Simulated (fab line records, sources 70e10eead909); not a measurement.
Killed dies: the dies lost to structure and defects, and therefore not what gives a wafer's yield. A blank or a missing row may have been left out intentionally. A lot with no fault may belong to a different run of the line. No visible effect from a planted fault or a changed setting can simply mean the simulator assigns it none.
Which tool did it? || flow nandHarc || 18 lots, 54 wafers sampled, at 2 steps of a route of 1302

## WHAT THE GAUGES READ, wafer by wafer
NHARC_A_SGD_CUT_THK_MEAS_22: measures by ellipsometry.
{"lot": "L075", "measured": "day 19 21:36", "on": "filmMetro-02", "thkNm (nm)": "150.8 145.7 146.5"}
{"lot": "L074", "measured": "day 20 07:22", "on": "filmMetro-01", "thkNm (nm)": "148.8 148.3 149.7"}
{"lot": "L076", "measured": "day 20 07:22", "on": "filmMetro-02", "thkNm (nm)": "149.5 148.0 148.1"}
{"lot": "L080", "measured": "day 22 05:00", "on": "filmMetro-02", "thkNm (nm)": "147.5 147.4 149.8"}
{"lot": "L079", "measured": "day 22 05:00", "on": "filmMetro-02", "thkNm (nm)": "147.7 146.2 149.4"}
{"lot": "L082", "measured": "day 22 05:00", "on": "filmMetro-01", "thkNm (nm)": "146.6 147.3 150.0"}
{"lot": "L081", "measured": "day 22 05:09", "on": "filmMetro-01", "thkNm (nm)": "149.1 145.4 149.0"}
{"lot": "L085", "measured": "day 23 11:59", "on": "filmMetro-01", "thkNm (nm)": "147.4 147.7 145.3"}
{"lot": "L083", "measured": "day 23 11:59", "on": "filmMetro-02", "thkNm (nm)": "149.6 147.4 146.5"}
{"lot": "L084", "measured": "day 23 12:08", "on": "filmMetro-02", "thkNm (nm)": "152.3 147.6 150.8"}
{"lot": "L086", "measured": "day 24 17:20", "on": "filmMetro-01", "thkNm (nm)": "145.5 147.3 146.4"}
{"lot": "L088", "measured": "day 25 15:11", "on": "filmMetro-01", "thkNm (nm)": "149.2 149.7 149.8"}
{"lot": "L087", "measured": "day 25 15:11", "on": "filmMetro-01", "thkNm (nm)": "147.0 149.0 148.5"}
{"lot": "L089", "measured": "day 25 15:11", "on": "filmMetro-02", "thkNm (nm)": "147.2 148.1 149.0"}
{"lot": "L090", "measured": "day 25 15:20", "on": "filmMetro-02", "thkNm (nm)": "150.8 150.4 148.3"}
{"lot": "L091", "measured": "day 26 20:19", "on": "filmMetro-02", "thkNm (nm)": "145.3 146.6 150.4"}
{"lot": "L096", "measured": "day 29 00:25", "on": "filmMetro-01", "thkNm (nm)": "146.5 144.4 148.4"}
{"lot": "L097", "measured": "day 29 06:08", "on": "filmMetro-01", "thkNm (nm)": "146.4 146.1 147.9"}

## EACH LOT AND THE TOOL THAT RAN IT (in order: tool; ch and the chambers of the sampled wafers; start)
{"lot": "L075", "NHARC_A_SGD_CUT_ETCH_15": "rieDiel-10 ch 1,2,3, day 19 21:36 or earlier"}
{"lot": "L074", "NHARC_A_SGD_CUT_ETCH_15": "rieDiel-08 ch 0,3, day 20 07:22 or earlier"}
{"lot": "L076", "NHARC_A_SGD_CUT_ETCH_15": "rieDiel-08 ch 0,2,3, day 20 07:22 or earlier"}
{"lot": "L080", "NHARC_A_SGD_CUT_ETCH_15": "rieDiel-08 ch 2,3, day 22 05:00 or earlier"}
{"lot": "L079", "NHARC_A_SGD_CUT_ETCH_15": "rieDiel-10 ch 0,3, day 22 05:00 or earlier"}
{"lot": "L082", "NHARC_A_SGD_CUT_ETCH_15": "rieDiel-10 ch 0,1,2, day 22 05:00 or earlier"}
{"lot": "L081", "NHARC_A_SGD_CUT_ETCH_15": "rieDiel-08 ch 1,3, day 22 05:09 or earlier"}
{"lot": "L085", "NHARC_A_SGD_CUT_ETCH_15": "rieDiel-08 ch 2,3, day 23 11:59 or earlier"}
{"lot": "L083", "NHARC_A_SGD_CUT_ETCH_15": "rieDiel-09 ch 2,3, day 23 11:59 or earlier"}
{"lot": "L084", "NHARC_A_SGD_CUT_ETCH_15": "rieDiel-09 ch 1,3, day 23 12:08 or earlier"}
{"lot": "L086", "NHARC_A_SGD_CUT_ETCH_15": "rieDiel-08 ch 0,2, day 24 17:20 or earlier"}
{"lot": "L088", "NHARC_A_SGD_CUT_ETCH_15": "rieDiel-10 ch 0,2,3, day 25 15:11 or earlier"}
{"lot": "L087", "NHARC_A_SGD_CUT_ETCH_15": "rieDiel-09 ch 0,1,3, day 25 15:11 or earlier"}
{"lot": "L089", "NHARC_A_SGD_CUT_ETCH_15": "rieDiel-09 ch 0,1,2, day 25 15:11 or earlier"}
{"lot": "L090", "NHARC_A_SGD_CUT_ETCH_15": "rieDiel-09 ch 0,1, day 25 15:20 or earlier"}
{"lot": "L091", "NHARC_A_SGD_CUT_ETCH_15": "rieDiel-08 ch 1,3, day 26 20:19 or earlier"}
{"lot": "L096", "NHARC_A_SGD_CUT_ETCH_15": "rieDiel-09 ch 0,3, day 29 00:25 or earlier"}
{"lot": "L097", "NHARC_A_SGD_CUT_ETCH_15": "rieDiel-08 ch 1,2,3, day 29 06:08 or earlier"}
- NHARC_A_SGD_CUT_ETCH_15: etches the open film in CH3F/O2, target depth 75 nm, time 64.3 s.

## WHAT THE TOOLS THEMSELVES READ (means of the sampled wafers that have a number; where no wafer has one, the mark that the record gives instead)
NHARC_A_SGD_CUT_ETCH_15.
{"lot": "L075", "tool": "rieDiel-10", "biasW (W)": 100.23, "drypumpMotorCurrentA (A)": 5.3, "oesProductAu (a.u.)": 0.959, "rfFwdPowerW (W)": 496.1, "rfVppV (V)": 263.2, "showerheadPlenumPTorr (Torr)": 2.41, "throttleValvePct (%)": 20.670}
{"lot": "L074", "tool": "rieDiel-08", "biasW (W)": 100.36, "drypumpMotorCurrentA (A)": 5.3, "oesProductAu (a.u.)": 0.958, "rfFwdPowerW (W)": 497.0, "rfVppV (V)": 263.3, "showerheadPlenumPTorr (Torr)": 2.41, "throttleValvePct (%)": 20.660}
{"lot": "L076", "tool": "rieDiel-08", "biasW (W)": 99.83, "drypumpMotorCurrentA (A)": 5.2, "oesProductAu (a.u.)": 0.954, "rfFwdPowerW (W)": 496.3, "rfVppV (V)": 263.2, "showerheadPlenumPTorr (Torr)": 2.44, "throttleValvePct (%)": 20.664}
{"lot": "L080", "tool": "rieDiel-08", "biasW (W)": 100.19, "drypumpMotorCurrentA (A)": 5.2, "oesProductAu (a.u.)": 0.951, "rfFwdPowerW (W)": 496.9, "rfVppV (V)": 263.8, "showerheadPlenumPTorr (Torr)": 2.49, "throttleValvePct (%)": 20.662}
{"lot": "L079", "tool": "rieDiel-10", "biasW (W)": 99.83, "drypumpMotorCurrentA (A)": 5.0, "oesProductAu (a.u.)": 0.912, "rfFwdPowerW (W)": 495.6, "rfVppV (V)": 262.7, "showerheadPlenumPTorr (Torr)": 2.37, "throttleValvePct (%)": 20.661}
{"lot": "L082", "tool": "rieDiel-10", "biasW (W)": 99.91, "drypumpMotorCurrentA (A)": 5.4, "oesProductAu (a.u.)": 0.934, "rfFwdPowerW (W)": 494.4, "rfVppV (V)": 263.9, "showerheadPlenumPTorr (Torr)": 2.47, "throttleValvePct (%)": 20.668}
{"lot": "L081", "tool": "rieDiel-08", "biasW (W)": 99.82, "drypumpMotorCurrentA (A)": 5.1, "oesProductAu (a.u.)": 0.967, "rfFwdPowerW (W)": 497.6, "rfVppV (V)": 263.6, "showerheadPlenumPTorr (Torr)": 2.40, "throttleValvePct (%)": 20.664}
{"lot": "L085", "tool": "rieDiel-08", "biasW (W)": 99.82, "drypumpMotorCurrentA (A)": 5.2, "oesProductAu (a.u.)": 0.961, "rfFwdPowerW (W)": 497.3, "rfVppV (V)": 264.7, "showerheadPlenumPTorr (Torr)": 2.49, "throttleValvePct (%)": 20.664}
{"lot": "L083", "tool": "rieDiel-09", "biasW (W)": 100.04, "drypumpMotorCurrentA (A)": 5.1, "oesProductAu (a.u.)": 0.962, "rfFwdPowerW (W)": 495.5, "rfVppV (V)": 263.8, "showerheadPlenumPTorr (Torr)": 2.49, "throttleValvePct (%)": 20.659}
{"lot": "L084", "tool": "rieDiel-09", "biasW (W)": 99.69, "drypumpMotorCurrentA (A)": 5.4, "oesProductAu (a.u.)": 0.964, "rfFwdPowerW (W)": 493.6, "rfVppV (V)": 263.7, "showerheadPlenumPTorr (Torr)": 2.48, "throttleValvePct (%)": 20.658}
{"lot": "L086", "tool": "rieDiel-08", "biasW (W)": 100.01, "drypumpMotorCurrentA (A)": 4.9, "oesProductAu (a.u.)": 0.976, "rfFwdPowerW (W)": 495.0, "rfVppV (V)": 264.0, "showerheadPlenumPTorr (Torr)": 2.42, "throttleValvePct (%)": 20.671}
{"lot": "L088", "tool": "rieDiel-10", "biasW (W)": 99.80, "drypumpMotorCurrentA (A)": 5.2, "oesProductAu (a.u.)": 0.961, "rfFwdPowerW (W)": 495.3, "rfVppV (V)": 264.1, "showerheadPlenumPTorr (Torr)": 2.42, "throttleValvePct (%)": 20.674}
{"lot": "L087", "tool": "rieDiel-09", "biasW (W)": 99.73, "drypumpMotorCurrentA (A)": 5.7, "oesProductAu (a.u.)": 0.958, "rfFwdPowerW (W)": 496.2, "rfVppV (V)": 264.0, "showerheadPlenumPTorr (Torr)": 2.51, "throttleValvePct (%)": 20.657}
{"lot": "L089", "tool": "rieDiel-09", "biasW (W)": 99.97, "drypumpMotorCurrentA (A)": 5.9, "oesProductAu (a.u.)": 0.940, "rfFwdPowerW (W)": 492.4, "rfVppV (V)": 265.4, "showerheadPlenumPTorr (Torr)": 2.56, "throttleValvePct (%)": 20.669}
{"lot": "L090", "tool": "rieDiel-09", "biasW (W)": 100.23, "drypumpMotorCurrentA (A)": 5.9, "oesProductAu (a.u.)": 0.951, "rfFwdPowerW (W)": 497.3, "rfVppV (V)": 266.0, "showerheadPlenumPTorr (Torr)": 2.55, "throttleValvePct (%)": 20.663}
{"lot": "L091", "tool": "rieDiel-08", "biasW (W)": 99.97, "drypumpMotorCurrentA (A)": 5.3, "oesProductAu (a.u.)": 0.982, "rfFwdPowerW (W)": 496.4, "rfVppV (V)": 263.4, "showerheadPlenumPTorr (Torr)": 2.45, "throttleValvePct (%)": 20.666}
{"lot": "L096", "tool": "rieDiel-09", "biasW (W)": 100.14, "drypumpMotorCurrentA (A)": 5.1, "oesProductAu (a.u.)": 0.946, "rfFwdPowerW (W)": 495.7, "rfVppV (V)": 263.8, "showerheadPlenumPTorr (Torr)": 2.46, "throttleValvePct (%)": 20.673}
{"lot": "L097", "tool": "rieDiel-08", "biasW (W)": 100.06, "drypumpMotorCurrentA (A)": 5.1, "oesProductAu (a.u.)": 0.977, "rfFwdPowerW (W)": 496.3, "rfVppV (V)": 264.0, "showerheadPlenumPTorr (Torr)": 2.43, "throttleValvePct (%)": 20.656}

## THE ANSWER, worked out from the rows above alone
Rule: the lots themselves supply what counts as usual. The widest of any qualifying gaps counts: lots, ordered by their means at a reading, are off when they make up no more than a third of the lots, leave a main group of 4 or more, and stand apart from it by 3 or more times the standard deviation of that group's means. Not used: any main group whose means are identical at the precision the tables above print for the reading. Also off: a lot with no number at a reading for which 4 or more lots have one. All remaining lots with rows at the step are treated as sound. The gauges are gone through in route order, then the tools' own readings, and for those a lot's mean is taken as printed above. At the first step where some lot is off, the reading lying furthest off is the one used; lots without a number count as furthest.
No lot is off at any reading shown: from this, nothing can be told.

## WHAT HAD BEEN PUT IN BY THE SIMULATOR
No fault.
